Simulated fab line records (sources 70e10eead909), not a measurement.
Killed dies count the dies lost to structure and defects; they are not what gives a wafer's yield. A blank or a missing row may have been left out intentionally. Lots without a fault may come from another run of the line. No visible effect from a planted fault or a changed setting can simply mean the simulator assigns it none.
Problem report in the 8D (eight disciplines) form, filled by code / flow nand-harc / the parts of the form that need people (team, actions taken, sign-off) are left out

## 1. THE ISSUE
NHARC_END_SORT_01, killed-at-other: mean 644.0 over 1 wafer from 1 lot; wafers with no fault: 0.7, standard deviation 1.2. So: +99 or more standard deviations from the usual mean.
Seen first at day 23 18:29 on prober-01, wafer L287.6. The record holds 3 wafers of 1 lot with a number at this step. Rule for "out" (also "out of limits"): further than 4 standard deviations from the usual mean. Any other wafer with a number is counted as sound.

## 2. WHAT IT IS; WHAT IT IS NOT
question=which readings at this step; is=killed-at-other, defect-limited-yield, killed-dies, sort_bin_2_pct, sort-n-pass, sort-rim-yield-pct, sort-yield-pct; is not=killed-at-array, killed-at-periphery, killed-open, killed-short, sort_bin_3_pct, sort_bin_4_pct
question=which lots; is=L287; is not=-
question=which wafers of those lots; is=L287.6; is not=L287.1, L287.3
question=read on which gauges; is=prober-01; is not=-
question=when; is=from day 23 18:29; is not=up to then (2 sound wafers)

## 3. THE SUSPECTS, EACH WITH WHAT RULES IT OUT
Counting: any tool at a process step up to the reading remains a suspect provided it ran every lot that is out. Sound lots after the first of them don't rule it out here, since some wafers of a struck lot are sound.
- the gauge at NHARC_END_SORT_01: kept. All the wafers that are out were read on prober-01, and no step on other tools shows them out.
- cmp-03 at NHARC_A_BONDPAD_CMP_19 (polishes, t overpolish 30 s, cu recess touch 16 s, target thk 169.8 nm): kept. It ran the lot that is out, L287 (day 22 05:49).
- pecvd-03 at NHARC_THIN_TSV_DEP_43 (deposits SiO2, target thk 1328.5 nm): kept. It ran the lot that is out, L287 (day 22 20:08).
- cmp-01 at NHARC_THIN_TSV_CMP_21 (polishes, t overpolish 30 s, target thk 2000 nm): kept. It ran the lot that is out, L287 (day 23 01:16).
- At NHARC_A_BONDPAD_CMP_19, inside cmp-03: chamber 3 took the wafers that are out, while their sound lot-mates went through chambers 1, 2.
Left after counting: cmp-03 at NHARC_A_BONDPAD_CMP_19, pecvd-03 at NHARC_THIN_TSV_DEP_43, cmp-01 at NHARC_THIN_TSV_CMP_21, prober-01 at NHARC_END_SORT_01.

## 4. THE CAUSE (what the simulator had put in)
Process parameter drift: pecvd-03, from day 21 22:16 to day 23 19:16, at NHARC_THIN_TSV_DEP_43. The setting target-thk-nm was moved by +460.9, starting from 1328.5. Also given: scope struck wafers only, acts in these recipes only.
Of the 4 suspects that counting leaves, this tool is one.

## 5. THE EFFECT CHAIN, in route order
Rows list readings where the struck wafers' mean (over those with a number) sits beyond 3 standard deviations from the usual. Readings are gone through only where the record gives a usual standard deviation; hours: the median, over the lots, of the time from a lot's start at the first step in this table giving one to that lot's start at this step; sigmas: the change measured in usual standard deviations.
hours=0; step=NHARC_END_SORT_01; reading=defect-limited-yield; usual=95.1 %; on struck wafers=0.0; change=-95.1; sigmas=-73
hours=0; step=NHARC_END_SORT_01; reading=killed-at-other; usual=0.7; on struck wafers=644.0; change=+643.3; sigmas=+99 or more
hours=0; step=NHARC_END_SORT_01; reading=killed-dies; usual=33; on struck wafers=677; change=+644; sigmas=+72
hours=0; step=NHARC_END_SORT_01; reading=sort_bin_2_pct; usual=1.5 %; on struck wafers=96.2; change=+94.7; sigmas=+99 or more
hours=0; step=NHARC_END_SORT_01; reading=sort-n-pass; usual=644; on struck wafers=0; change=-644; sigmas=-72
hours=0; step=NHARC_END_SORT_01; reading=sort-rim-yield-pct; usual=96.2 %; on struck wafers=0.0; change=-96.2; sigmas=-44
hours=0; step=NHARC_END_SORT_01; reading=sort-yield-pct; usual=95.1 %; on struck wafers=0.0; change=-95.1; sigmas=-73
Readings that are blank on the struck wafers while sound wafers have them: pad-life-wafers at NHARC_THIN_TSV_CMP_21.

## 6. HOW IT WOULD HAVE BEEN CAUGHT EARLIER
Counted from the fault's start at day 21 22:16, it took 44 hours until the first out-of-limits reading at a measuring or inspecting step in this record, taken at day 23 18:29.
Tool readings at NHARC_THIN_TSV_DEP_43 with a usual standard deviation given in the record: none out on any struck wafer, hence no alarm at a limit of 4 standard deviations on them.
By day 23 18:29 the whole set of lots that are out, 1 in number, had already begun NHARC_THIN_TSV_DEP_43 on pecvd-03. Had the tool been put on hold then, not one of them would have been saved.
